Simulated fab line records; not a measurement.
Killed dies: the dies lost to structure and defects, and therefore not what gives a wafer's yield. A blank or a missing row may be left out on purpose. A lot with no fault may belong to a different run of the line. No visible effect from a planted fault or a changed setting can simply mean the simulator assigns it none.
Which of the tools did it? -- flow nand harc -- 72 wafers from 24 lots sampled at 6 of the route's 1302 steps

WHAT THE GAUGES READ, wafer by wafer
Not one reading of a measure or inspect step in the record can be checked against a usual standard deviation.

WHAT TOOL EACH LOT RAN ON (gives the tool, then ch and the chambers of the sampled wafers, and finally the start)
lot,NHARC_A_SLIT_DEP_23,NHARC_A_SLIT_DESCUM_14,NHARC_A_WL_FILL_CVD_20,NHARC_A_CONTACT_DEP_28,NHARC_A_CONTACT_ETCH_78,NHARC_A_CONTACT_ETCH_124
L075,"pecvd-01 ch 0,1, day 19 23:45","rie diel-04 ch 2,3, day 20 00:30","cvd w-02 ch 0,1, day 21 10:31 or earlier","acl dep-02 ch 0, day 21 10:31","rie diel-10 ch 0,2, day 22 04:26 or earlier","har cap etch-02 ch 1, day 22 04:26"
L074,"pecvd-03 ch 0,1,2, day 19 23:52","rie diel-09 ch 1,2,3, day 20 00:43","cvd w-01 ch 0,1, day 21 09:22 or earlier","acl dep-01 ch 0, day 21 09:22","rie diel-03 ch 0,2,3, day 22 02:43 or earlier","har cap etch-03 ch 0,1, day 22 02:43"
L076,"pecvd-03 ch 0,1,2, day 20 19:27","rie diel-04 ch 0,1,2, day 20 20:19","cvd w-02 ch 0,1, day 22 09:11 or earlier","acl dep-02 ch 0, day 22 09:11","rie diel-10 ch 0,1,2, day 23 01:27 or earlier","har cap etch-01 ch 0,1, day 23 01:27"
L077,"pecvd-03 ch 1,2, day 20 20:55","rie diel-09 ch 0,1,3, day 20 21:47","cvd w-01 ch 0,1, day 22 06:29 or earlier","acl dep-01 ch 0, day 22 06:29","rie diel-03 ch 1,2,3, day 23 00:43 or earlier","har cap etch-03 ch 0,1, day 23 00:43"
L078,"pecvd-03 ch 0,1,2, day 21 05:41","rie diel-09 ch 0,1, day 21 06:28","cvd w-01 ch 0,1, day 22 17:05 or earlier","acl dep-03 ch 0, day 22 17:05","rie diel-03 ch 1,2,3, day 23 08:14 or earlier","har cap etch-03 ch 0,1, day 23 08:14"
L079,"pecvd-02 ch 1,2, day 21 05:47","rie diel-04 ch 1,2, day 21 06:38","cvd w-02 ch 0,1, day 22 22:56 or earlier","acl dep-02 ch 0, day 22 22:56","rie diel-03 ch 1,2,3, day 23 16:57 or earlier","har cap etch-03 ch 0,1, day 23 16:57"
L080,"pecvd-03 ch 0,1,2, day 22 08:30","rie diel-09 ch 0,2, day 22 09:15","cvd w-02 ch 0,1, day 23 17:07 or earlier","acl dep-01 ch 0, day 23 17:07","rie diel-03 ch 0,2, day 24 10:29 or earlier","har cap etch-03 ch 0,1, day 24 10:29"
L081,"pecvd-03 ch 0,1,2, day 22 09:38","rie diel-09 ch 0,3, day 22 10:32","cvd w-01 ch 0,1, day 23 17:08 or earlier","acl dep-03 ch 0, day 23 17:08","rie diel-03 ch 1,3, day 24 11:53 or earlier","har cap etch-02 ch 0, day 24 11:53"
L082,"pecvd-02 ch 0,1, day 22 23:21","rie diel-04 ch 0,1, day 23 00:14","cvd w-02 ch 0,1, day 24 10:20 or earlier","acl dep-01 ch 0, day 24 10:20","rie diel-03 ch 1,2,3, day 25 04:12 or earlier","har cap etch-01 ch 0,1, day 25 04:12"
L083,"pecvd-03 ch 0,2, day 23 11:29","rie diel-09 ch 0,2,3, day 23 12:14","cvd w-01 ch 0,1, day 24 22:46 or earlier","acl dep-02 ch 0, day 24 22:46","rie diel-03 ch 0,1, day 25 16:14 or earlier","har cap etch-01 ch 0,1, day 25 16:14"
L084,"pecvd-01 ch 0,1, day 24 06:21","rie diel-09 ch 0,1,2, day 24 07:14","cvd w-02 ch 0,1, day 25 17:07 or earlier","acl dep-01 ch 0, day 25 17:07","rie diel-10 ch 0,2,3, day 26 09:18 or earlier","har cap etch-03 ch 0,1, day 26 09:18"
L085,"pecvd-01 ch 0,1, day 24 13:17","rie diel-04 ch 0,3, day 24 14:10","cvd w-02 ch 0,1, day 25 22:33 or earlier","acl dep-03 ch 0, day 25 22:33","rie diel-03 ch 1,2,3, day 26 14:31 or earlier","har cap etch-01 ch 0, day 26 14:31"
L086,"pecvd-03 ch 0,1,2, day 24 13:26","rie diel-07 ch 1,2,3, day 24 14:19","cvd w-01 ch 0,1, day 25 21:50 or earlier","acl dep-01 ch 0, day 25 21:50","rie diel-10 ch 1,2,3, day 26 14:58 or earlier","har cap etch-02 ch 0,1, day 26 14:58"
L087,"pecvd-03 ch 0,1,2, day 24 22:52","rie diel-09 ch 0,1,2, day 24 23:40","cvd w-02 ch 0,1, day 26 14:37 or earlier","acl dep-03 ch 0, day 26 14:37","rie diel-03 ch 0,1,2, day 27 07:05 or earlier","har cap etch-01 ch 0,1, day 27 07:05"
L089,"pecvd-03 ch 1,2, day 25 13:54","rie diel-04 ch 0,1,3, day 25 14:45","cvd w-01 ch 0,1, day 27 02:20 or earlier","acl dep-01 ch 0, day 27 02:20","rie diel-10 ch 0,1, day 27 18:58 or earlier","har cap etch-02 ch 0,1, day 27 18:58"
L088,"pecvd-01 ch 0,1,2, day 25 18:11","rie diel-09 ch 0,1,3, day 25 19:03","cvd w-01 ch 0,1, day 27 10:23 or earlier","acl dep-01 ch 0, day 27 10:23","rie diel-01 ch 0,1,3, day 28 07:06 or earlier","har cap etch-01 ch 0,1, day 28 07:06"
L091,"pecvd-01 ch 1,2, day 26 08:22","rie diel-09 ch 0,2,3, day 26 09:16","cvd w-01 ch 0,1, day 27 22:55 or earlier","acl dep-01 ch 0, day 27 22:55","rie diel-03 ch 2,3, day 28 15:38 or earlier","har cap etch-03 ch 0,1, day 28 15:38"
L090,"pecvd-01 ch 1,2, day 26 23:36","rie diel-04 ch 0,1,3, day 27 00:22","cvd w-01 ch 0, day 28 08:56 or earlier","acl dep-02 ch 0, day 28 08:56","rie diel-03 ch 1,2, day 29 04:21 or earlier","har cap etch-02 ch 0,1, day 29 04:21"
L092,"pecvd-03 ch 0,2, day 27 07:26","rie diel-07 ch 0,2,3, day 27 08:16","cvd w-02 ch 0,1, day 28 19:49 or earlier","acl dep-02 ch 0, day 28 19:49","rie diel-03 ch 0,1,2, day 29 19:31 or earlier","har cap etch-02 ch 0,1, day 29 19:31"
L094,"pecvd-01 ch 1,2, day 27 21:02","rie diel-09 ch 0,2, day 27 21:54","cvd w-01 ch 0, day 29 16:04 or earlier","acl dep-03 ch 0, day 29 16:04","rie diel-01 ch 1,2,3, day 30 09:10 or earlier","har cap etch-03 ch 0, day 30 09:10"
L095,"pecvd-03 ch 0,1,2, day 27 21:05","rie diel-07 ch 1,2,3, day 27 22:04","cvd w-01 ch 0,1, day 29 09:20 or earlier","acl dep-02 ch 0, day 29 09:20","rie diel-03 ch 1,2, day 30 03:45 or earlier","har cap etch-02 ch 0,1, day 30 03:45"
L093,"pecvd-02 ch 1,2, day 27 21:07","rie diel-04 ch 0,1, day 27 22:13","cvd w-02 ch 0,1, day 29 15:38 or earlier","acl dep-01 ch 0, day 29 15:38","rie diel-10 ch 0,3, day 30 09:49 or earlier","har cap etch-02 ch 0,1, day 30 09:49"
L096,"pecvd-01 ch 1,2, day 28 00:48","rie diel-09 ch 0,3, day 28 01:40","cvd w-01 ch 0, day 29 21:50 or earlier","acl dep-02 ch 0, day 29 21:50","rie diel-03 ch 0,1,2, day 30 16:20 or earlier","har cap etch-03 ch 0,1, day 30 16:20"
L097,"pecvd-03 ch 0,2, day 29 10:02","rie diel-04 ch 0,1,2, day 29 10:53","cvd w-02 ch 0,1, day 30 18:08 or earlier","acl dep-02 ch 0, day 30 18:08","rie diel-01 ch 1,2, day 31 11:41 or earlier","har cap etch-03 ch 0,1, day 31 11:41"
- NHARC_A_SLIT_DEP_23: deposits SiON, target thk 100 nm.
- NHARC_A_SLIT_DESCUM_14: chemistry O2, time 3 s.
- NHARC_A_WL_FILL_CVD_20: deposits W, target thk 100 nm, time 74 s.
- NHARC_A_CONTACT_DEP_28: deposits aC, target thk 7000 nm.
- NHARC_A_CONTACT_ETCH_78: etches the open film in O2/COS, target depth 5300 nm, time 1378 s.
- NHARC_A_CONTACT_ETCH_124: etches the open film in C4F8/O2/Ar, time 140 s, target depth 700 nm.

WHAT THE TOOLS THEMSELVES READ (means of the sampled wafers that have a number; where no wafer has one, the mark that the record gives instead)
NHARC_A_SLIT_DEP_23. Usual: heater power w 738 W, standard deviation 91; rf fwd power W 348.6 W, standard deviation 1.1.
lot,tool,heater power w (W),rf fwd power W (W),flag
L075,pecvd-01,742,348.8,
L074,pecvd-03,770,349.0,
L076,pecvd-03,718,349.1,
L077,pecvd-03,654,348.5,
L078,pecvd-03,747,348.4,
L079,pecvd-02,736,349.0,
L080,pecvd-03,702,348.7,
L081,pecvd-03,751,348.2,
L082,pecvd-02,862,348.5,
L083,pecvd-03,716,347.8,
L084,pecvd-01,739,348.7,
L085,pecvd-01,689,348.2,
L086,pecvd-03,732,348.7,
L087,pecvd-03,699,347.6,
L089,pecvd-03,692,348.4,
L088,pecvd-01,693,349.0,
L091,pecvd-01,719,350.9,
L090,pecvd-01,682,349.1,
L092,pecvd-03,755,348.1,
L094,pecvd-01,717,348.2,
L095,pecvd-03,728,349.6,
L093,pecvd-02,720,349.7,
L096,pecvd-01,766,347.8,
L097,pecvd-03,730,347.9,

NHARC_A_SLIT_DESCUM_14. Usual: drypump motor current A 5.7 A, standard deviation 0.3; mfc ar sccm 0.008 sccm, standard deviation 0.011; oes product au 0.996 a.u., standard deviation 0.0077; rf vpp V 57.5 V, standard deviation 1; showerhead plenum p Torr 1.87 Torr, standard deviation 0.077; throttle valve pct 11.312 %, standard deviation 0.0091.
lot,tool,drypump motor current A (A),mfc ar sccm (sccm),oes product au (a.u.),rf vpp V (V),showerhead plenum p Torr (Torr),throttle valve pct (%),flag
L075,rie diel-04,5.4,0.000,0.991,57.1,1.94,11.313,
L074,rie diel-09,6.0,0.000,0.995,57.5,1.81,11.315,
L076,rie diel-04,5.7,0.010,1.004,58.0,1.93,11.307,
L077,rie diel-09,5.9,0.006,0.990,57.4,1.81,11.309,
L078,rie diel-09,5.7,0.013,0.995,56.9,1.80,11.311,
L079,rie diel-04,5.5,0.010,0.991,59.0,1.94,11.316,
L080,rie diel-09,5.8,0.006,0.998,57.5,1.79,11.309,
L081,rie diel-09,6.1,0.006,0.999,56.6,1.80,11.302,
L082,rie diel-04,5.8,0.021,0.996,58.5,1.95,11.308,
L083,rie diel-09,6.0,0.006,1.001,56.7,1.79,11.321,
L084,rie diel-09,5.8,0.006,0.998,56.6,1.80,11.301,
L085,rie diel-04,5.7,0.000,0.998,58.1,1.92,11.327,
L086,rie diel-07,5.2,0.015,0.988,57.3,1.93,11.311,
L087,rie diel-09,5.8,0.006,1.000,56.2,1.80,11.313,
L089,rie diel-04,5.7,0.010,1.000,58.7,1.95,11.314,
L088,rie diel-09,5.9,0.006,0.996,56.8,1.81,11.303,
L091,rie diel-09,6.0,0.006,0.994,56.7,1.79,11.307,
L090,rie diel-04,5.7,0.010,1.000,57.4,1.95,11.320,
L092,rie diel-07,5.3,0.016,0.990,58.6,1.98,11.314,
L094,rie diel-09,5.7,0.013,0.991,56.8,1.78,11.312,
L095,rie diel-07,5.2,0.015,0.991,57.6,1.93,11.310,
L093,rie diel-04,5.8,0.010,0.999,57.6,1.92,11.318,
L096,rie diel-09,5.8,0.013,0.995,57.6,1.79,11.310,
L097,rie diel-04,5.7,0.010,1.006,58.5,1.93,11.315,

NHARC_A_WL_FILL_CVD_20. Usual: heater power w 827 W, standard deviation 72; mfc ar sccm 1559 sccm, standard deviation 4.5; throttle valve pct 7.93 %, standard deviation 0.22.
lot,tool,heater power w (W),mfc ar sccm (sccm),throttle valve pct (%),flag
L075,cvd w-02,846,1562,7.82,
L074,cvd w-01,794,1560,7.78,
L076,cvd w-02,855,1557,8.09,
L077,cvd w-01,792,1564,7.60,
L078,cvd w-01,770,1558,7.87,
L079,cvd w-02,865,1558,7.99,
L080,cvd w-02,859,1563,8.02,
L081,cvd w-01,792,1554,7.74,
L082,cvd w-02,896,1559,8.04,
L083,cvd w-01,758,1562,7.86,
L084,cvd w-02,878,1558,8.30,
L085,cvd w-02,893,1556,8.21,
L086,cvd w-01,813,1564,7.89,
L087,cvd w-02,873,1556,8.14,
L089,cvd w-01,762,1560,7.92,
L088,cvd w-01,813,1556,7.80,
L091,cvd w-01,804,1559,7.69,
L090,cvd w-01,857,1561,7.73,
L092,cvd w-02,848,1553,7.97,
L094,cvd w-01,866,1561,7.79,
L095,cvd w-01,811,1559,7.85,
L093,cvd w-02,843,1558,7.91,
L096,cvd w-01,852,1559,7.83,
L097,cvd w-02,857,1564,7.82,

NHARC_A_CONTACT_DEP_28. Usual: throttle valve pct at 34.999 %, with a standard deviation of 0.0093.
lot,tool,throttle valve pct (%),flag
L075,acl dep-02,35.001,
L074,acl dep-01,35.002,
L076,acl dep-02,34.995,
L077,acl dep-01,34.990,
L078,acl dep-03,34.999,
L079,acl dep-02,35.003,
L080,acl dep-01,35.000,
L081,acl dep-03,34.994,
L082,acl dep-01,35.002,
L083,acl dep-02,35.004,
L084,acl dep-01,34.993,
L085,acl dep-03,35.000,
L086,acl dep-01,34.997,
L087,acl dep-03,34.995,
L089,acl dep-01,34.991,
L088,acl dep-01,34.995,
L091,acl dep-01,35.003,
L090,acl dep-02,35.005,
L092,acl dep-02,35.003,
L094,acl dep-03,35.004,
L095,acl dep-02,35.003,
L093,acl dep-01,34.997,
L096,acl dep-02,34.999,
L097,acl dep-02,35.007,

NHARC_A_CONTACT_ETCH_78. Usual: for drypump motor current A, 5.9 A with a standard deviation of 0.37; for mfc ar sccm, 0.010 sccm with a standard deviation of 0.013; for oes product au, 1.000 a.u. with a standard deviation of 0.0077; for rf fwd power W, 499.8 W with a standard deviation of 1.4; for rf vpp V, 313.9 V with a standard deviation of 2.3; for showerhead plenum p Torr, 3.11 Torr with a standard deviation of 0.15; for throttle valve pct, 28.331 % with a standard deviation of 0.0088.
lot,tool,drypump motor current A (A),mfc ar sccm (sccm),oes product au (a.u.),rf fwd power W (W),rf vpp V (V),showerhead plenum p Torr (Torr),throttle valve pct (%),flag
L075,rie diel-10,5.5,0.009,0.993,500.7,315.7,3.23,28.342,
L074,rie diel-03,6.0,0.015,1.001,501.1,312.2,3.05,28.329,
L076,rie diel-10,5.8,0.005,0.998,500.2,315.7,3.19,28.333,
L077,rie diel-03,6.2,0.005,1.008,499.7,314.1,3.16,28.332,
L078,rie diel-03,6.1,0.005,1.003,499.2,315.4,3.16,28.330,
L079,rie diel-03,6.2,0.005,1.001,500.1,315.0,3.16,28.325,
L080,rie diel-03,5.9,0.010,0.990,500.4,311.3,2.92,28.328,
L081,rie diel-03,6.2,0.005,1.000,500.5,316.3,3.28,28.330,
L082,rie diel-03,6.2,0.005,0.998,499.7,314.2,3.15,28.335,
L083,rie diel-03,6.2,0.010,0.999,497.8,314.9,3.16,28.336,
L084,rie diel-10,5.5,0.006,1.010,499.2,314.5,3.12,28.333,
L085,rie diel-03,6.2,0.005,1.007,499.5,314.6,3.15,28.326,
L086,rie diel-10,6.0,0.004,0.994,498.6,314.1,3.14,28.338,
L087,rie diel-03,6.0,0.010,0.995,499.5,312.4,3.04,28.325,
L089,rie diel-10,5.5,0.003,1.007,500.7,314.5,3.13,28.330,
L088,rie diel-01,5.9,0.026,1.003,500.7,314.8,3.18,28.335,
L091,rie diel-03,6.1,0.005,0.999,501.4,312.7,3.03,28.324,
L090,rie diel-03,6.3,0.000,1.000,499.9,314.4,3.15,28.338,
L092,rie diel-03,6.0,0.010,0.997,499.3,312.6,3.03,28.330,
L094,rie diel-01,5.8,0.019,1.003,499.5,315.0,3.17,28.320,
L095,rie diel-03,6.2,0.000,0.992,497.9,314.0,3.15,28.327,
L093,rie diel-10,5.6,0.003,0.995,500.3,312.5,3.02,28.334,
L096,rie diel-03,6.0,0.010,0.999,498.6,312.9,3.03,28.331,
L097,rie diel-01,5.9,0.004,1.011,501.2,316.0,3.20,28.338,

NHARC_A_CONTACT_ETCH_124. Usual: oes air line au at 1.001 a.u., with a standard deviation of 0.02.
lot,tool,oes air line au (a.u.),flag
L075,har cap etch-02,0.999,
L074,har cap etch-03,0.997,
L076,har cap etch-01,1.003,
L077,har cap etch-03,0.990,
L078,har cap etch-03,0.996,
L079,har cap etch-03,1.026,
L080,har cap etch-03,1.010,
L081,har cap etch-02,0.973,
L082,har cap etch-01,1.015,
L083,har cap etch-01,1.002,
L084,har cap etch-03,0.977,
L085,har cap etch-01,1.004,
L086,har cap etch-02,1.011,
L087,har cap etch-01,1.009,
L089,har cap etch-02,0.993,
L088,har cap etch-01,0.996,
L091,har cap etch-03,0.984,
L090,har cap etch-02,0.984,
L092,har cap etch-02,1.001,
L094,har cap etch-03,1.001,
L095,har cap etch-02,1.019,
L093,har cap etch-02,0.998,
L096,har cap etch-03,0.972,
L097,har cap etch-03,1.005,

THE ANSWER, worked out from the rows above alone
Rule: lot off if the mean of its wafers having a number is beyond 3 standard deviations from the usual mean. Also off: a lot with no number at a reading for which 4 or more lots have one. Any other lot the step has rows for is counted as sound. The gauges are gone through in route order, then the tools' own readings, and for those a lot's mean is taken as printed above. The first step at which some lot is off is used, and at that step the reading that is off furthest; a lot without a number counts as furthest.
No lot is off on any of the readings shown, so nothing can be concluded from this.

WHAT THE SIMULATOR PUT IN
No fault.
